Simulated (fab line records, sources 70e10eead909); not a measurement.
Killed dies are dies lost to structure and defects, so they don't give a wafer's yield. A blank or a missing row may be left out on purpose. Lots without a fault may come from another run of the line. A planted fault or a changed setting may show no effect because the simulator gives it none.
Chamber matching | flow nand_harc | NHARC_P_GATE_ETCH_104 on rie_diel-12: 4 sister chambers
The step etches the open film in CF4/CHF3, target depth 60 nm. 8 wafers are shown with their chamber, then 7 later ones without.

WAFERS WITH THEIR CHAMBER
wafer  | chamber | showerhead_plenum_p_Torr (Torr) | rf_vpp_V (V)
L079.2 | 0       | 1.58                            | 371.1
L083.2 | 1       | 1.66                            | 373.8
L083.5 | 3       | 1.52                            | 368.7
L090.1 | 3       | 1.51                            | 369.1
L090.3 | 2       | 1.55                            | 369.8
L090.6 | 0       | 1.57                            | 370.9
L092.3 | 1       | 1.65                            | 374.0
L092.4 | 2       | 1.55                            | 369.8

WAFERS WITHOUT THEIR CHAMBER
wafer  | showerhead_plenum_p_Torr (Torr) | rf_vpp_V (V)
L092.6 | 1.57                            | 370.0
L095.1 | 1.55                            | 371.4
L095.2 | 1.57                            | 369.3
L095.4 | 1.65                            | 373.1
L096.1 | 1.65                            | 372.8
L096.3 | 1.51                            | 370.2
L096.5 | 1.57                            | 372.8

WHICH CHAMBER EACH WENT THROUGH
wafer  | from the rows above     | in truth
L092.6 | 2                       | 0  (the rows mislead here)
L095.1 | 0                       | 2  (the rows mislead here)
L095.2 | 2                       | 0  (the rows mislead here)
L095.4 | 1                       | 1
L096.1 | 1                       | 1
L096.3 | can't be placed: 2 or 3 | 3
L096.5 | 0                       | 0
Placed correctly: 3 of 7. Can't be placed from these rows: 1 (the true chamber is among the candidates in 1). Placed wrongly: 3.
How it was worked out, from the rows above alone: a wafer's distance from a chamber is the root of the sum, over the readings, of the square of ((its reading less the chamber's mean) divided by the reading's scatter). The wafer belongs to the nearest chamber; if the next one is less than 2 further off, it can't be placed. A chamber's mean is the mean of its shown wafers. The scatter: the root of (the sum of the squares of (reading less its chamber's mean) over the shown wafers, divided by (wafers less chambers)).
